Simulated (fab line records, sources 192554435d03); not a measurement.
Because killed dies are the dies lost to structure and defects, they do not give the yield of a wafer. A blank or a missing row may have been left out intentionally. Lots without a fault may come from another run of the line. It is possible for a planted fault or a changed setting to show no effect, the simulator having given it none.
Matching of chambers / flow n5Finfet / N5_BEOL_M2_DESCUM_16 on rieDiel-02 has 4 sister chambers
The step chemistry O2, time 7 s. 24 wafers are shown with their chamber, then 12 later ones without.

## WAFERS, EACH WITH ITS CHAMBER
wafer=L075.1; chamber=1; showerheadPlenumPTorr (Torr)=2.22; drypumpMotorCurrentA (A)=6.6; throttleValvePct (%)=20.18
wafer=L075.3; chamber=0; showerheadPlenumPTorr (Torr)=2.09; drypumpMotorCurrentA (A)=6.4; throttleValvePct (%)=20.21
wafer=L075.6; chamber=1; showerheadPlenumPTorr (Torr)=2.22; drypumpMotorCurrentA (A)=6.6; throttleValvePct (%)=20.17
wafer=L080.1; chamber=2; showerheadPlenumPTorr (Torr)=2.18; drypumpMotorCurrentA (A)=5.9; throttleValvePct (%)=20.41
wafer=L080.3; chamber=0; showerheadPlenumPTorr (Torr)=2.09; drypumpMotorCurrentA (A)=6.4; throttleValvePct (%)=20.22
wafer=L080.5; chamber=2; showerheadPlenumPTorr (Torr)=2.18; drypumpMotorCurrentA (A)=5.9; throttleValvePct (%)=20.42
wafer=L082.1; chamber=2; showerheadPlenumPTorr (Torr)=2.17; drypumpMotorCurrentA (A)=5.9; throttleValvePct (%)=20.41
wafer=L082.5; chamber=0; showerheadPlenumPTorr (Torr)=2.09; drypumpMotorCurrentA (A)=6.4; throttleValvePct (%)=20.23
wafer=L082.6; chamber=3; showerheadPlenumPTorr (Torr)=2.06; drypumpMotorCurrentA (A)=5.8; throttleValvePct (%)=20.48
wafer=L083.4; chamber=3; showerheadPlenumPTorr (Torr)=2.06; drypumpMotorCurrentA (A)=5.8; throttleValvePct (%)=20.49
wafer=L083.5; chamber=3; showerheadPlenumPTorr (Torr)=2.06; drypumpMotorCurrentA (A)=5.8; throttleValvePct (%)=20.51
wafer=L083.6; chamber=0; showerheadPlenumPTorr (Torr)=2.08; drypumpMotorCurrentA (A)=6.4; throttleValvePct (%)=20.24
wafer=L084.2; chamber=0; showerheadPlenumPTorr (Torr)=2.08; drypumpMotorCurrentA (A)=6.4; throttleValvePct (%)=20.23
wafer=L084.4; chamber=2; showerheadPlenumPTorr (Torr)=2.17; drypumpMotorCurrentA (A)=5.9; throttleValvePct (%)=20.44
wafer=L084.5; chamber=3; showerheadPlenumPTorr (Torr)=2.06; drypumpMotorCurrentA (A)=5.8; throttleValvePct (%)=20.50
wafer=L085.2; chamber=0; showerheadPlenumPTorr (Torr)=2.08; drypumpMotorCurrentA (A)=6.3; throttleValvePct (%)=20.24
wafer=L085.4; chamber=2; showerheadPlenumPTorr (Torr)=2.17; drypumpMotorCurrentA (A)=5.9; throttleValvePct (%)=20.44
wafer=L085.6; chamber=3; showerheadPlenumPTorr (Torr)=2.06; drypumpMotorCurrentA (A)=5.8; throttleValvePct (%)=20.49
wafer=L090.3; chamber=1; showerheadPlenumPTorr (Torr)=2.21; drypumpMotorCurrentA (A)=6.6; throttleValvePct (%)=20.21
wafer=L090.4; chamber=0; showerheadPlenumPTorr (Torr)=2.08; drypumpMotorCurrentA (A)=6.3; throttleValvePct (%)=20.26
wafer=L090.5; chamber=2; showerheadPlenumPTorr (Torr)=2.17; drypumpMotorCurrentA (A)=5.9; throttleValvePct (%)=20.45
wafer=L089.1; chamber=2; showerheadPlenumPTorr (Torr)=2.17; drypumpMotorCurrentA (A)=5.9; throttleValvePct (%)=20.44
wafer=L089.2; chamber=0; showerheadPlenumPTorr (Torr)=2.08; drypumpMotorCurrentA (A)=6.4; throttleValvePct (%)=20.24
wafer=L089.3; chamber=1; showerheadPlenumPTorr (Torr)=2.21; drypumpMotorCurrentA (A)=6.5; throttleValvePct (%)=20.21

SIGNATURES, as means of the wafers listed above
reading=showerheadPlenumPTorr; chamber 0=2.0838; chamber 1=2.2150; chamber 2=2.1729; chamber 3=2.0600; scatter within a chamber=0.00464
reading=drypumpMotorCurrentA; chamber 0=6.375; chamber 1=6.575; chamber 2=5.900; chamber 3=5.800; scatter within a chamber=0.0335
reading=throttleValvePct; chamber 0=20.2338; chamber 1=20.1925; chamber 2=20.4300; chamber 3=20.4940; scatter within a chamber=0.0158
Rule: for a wafer and a chamber, the distance is found by dividing, reading by reading, the gap between the wafer's reading and the chamber's mean by the reading's scatter, squaring, summing and taking the root. If the next closest chamber is less than 2 further off than the closest, the wafer can't be placed; otherwise it belongs to the closest. How the scatter is found: for the shown wafers, subtract from each reading the mean of its chamber, square and add these, divide the total by (wafers less chambers), then take the root.

## WAFERS WITH NO CHAMBER GIVEN
wafer=L089.4; showerheadPlenumPTorr (Torr)=2.21; drypumpMotorCurrentA (A)=6.5; throttleValvePct (%)=20.21
wafer=L089.5; showerheadPlenumPTorr (Torr)=2.08; drypumpMotorCurrentA (A)=6.3; throttleValvePct (%)=20.25
wafer=L089.6; showerheadPlenumPTorr (Torr)=2.17; drypumpMotorCurrentA (A)=5.9; throttleValvePct (%)=20.45
wafer=L094.1; showerheadPlenumPTorr (Torr)=2.16; drypumpMotorCurrentA (A)=5.9; throttleValvePct (%)=20.46
wafer=L094.3; showerheadPlenumPTorr (Torr)=2.05; drypumpMotorCurrentA (A)=5.8; throttleValvePct (%)=20.13
wafer=L094.4; showerheadPlenumPTorr (Torr)=2.08; drypumpMotorCurrentA (A)=6.4; throttleValvePct (%)=20.25
wafer=L095.2; showerheadPlenumPTorr (Torr)=2.16; drypumpMotorCurrentA (A)=5.9; throttleValvePct (%)=20.47
wafer=L095.3; showerheadPlenumPTorr (Torr)=2.08; drypumpMotorCurrentA (A)=6.4; throttleValvePct (%)=20.28
wafer=L095.4; showerheadPlenumPTorr (Torr)=2.20; drypumpMotorCurrentA (A)=6.6; throttleValvePct (%)=20.23
wafer=L097.2; showerheadPlenumPTorr (Torr)=2.20; drypumpMotorCurrentA (A)=6.6; throttleValvePct (%)=20.22
wafer=L097.3; showerheadPlenumPTorr (Torr)=2.16; drypumpMotorCurrentA (A)=5.9; throttleValvePct (%)=20.46
wafer=L097.4; showerheadPlenumPTorr (Torr)=2.05; drypumpMotorCurrentA (A)=5.8; throttleValvePct (%)=20.13

## WHICH CHAMBER EACH ONE RAN IN
wafer=L089.4; from the rows above=1; in truth=1
wafer=L089.5; from the rows above=0; in truth=0
wafer=L089.6; from the rows above=2; in truth=2
wafer=L094.1; from the rows above=2; in truth=2
wafer=L094.3; from the rows above=0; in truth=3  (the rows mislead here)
wafer=L094.4; from the rows above=0; in truth=0
wafer=L095.2; from the rows above=2; in truth=2
wafer=L095.3; from the rows above=0; in truth=0
wafer=L095.4; from the rows above=1; in truth=1
wafer=L097.2; from the rows above=1; in truth=1
wafer=L097.3; from the rows above=2; in truth=2
wafer=L097.4; from the rows above=0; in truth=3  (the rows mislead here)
Correct placement for 10 of the 12. Left unplaced by these rows: 0. Number placed wrongly: 2.
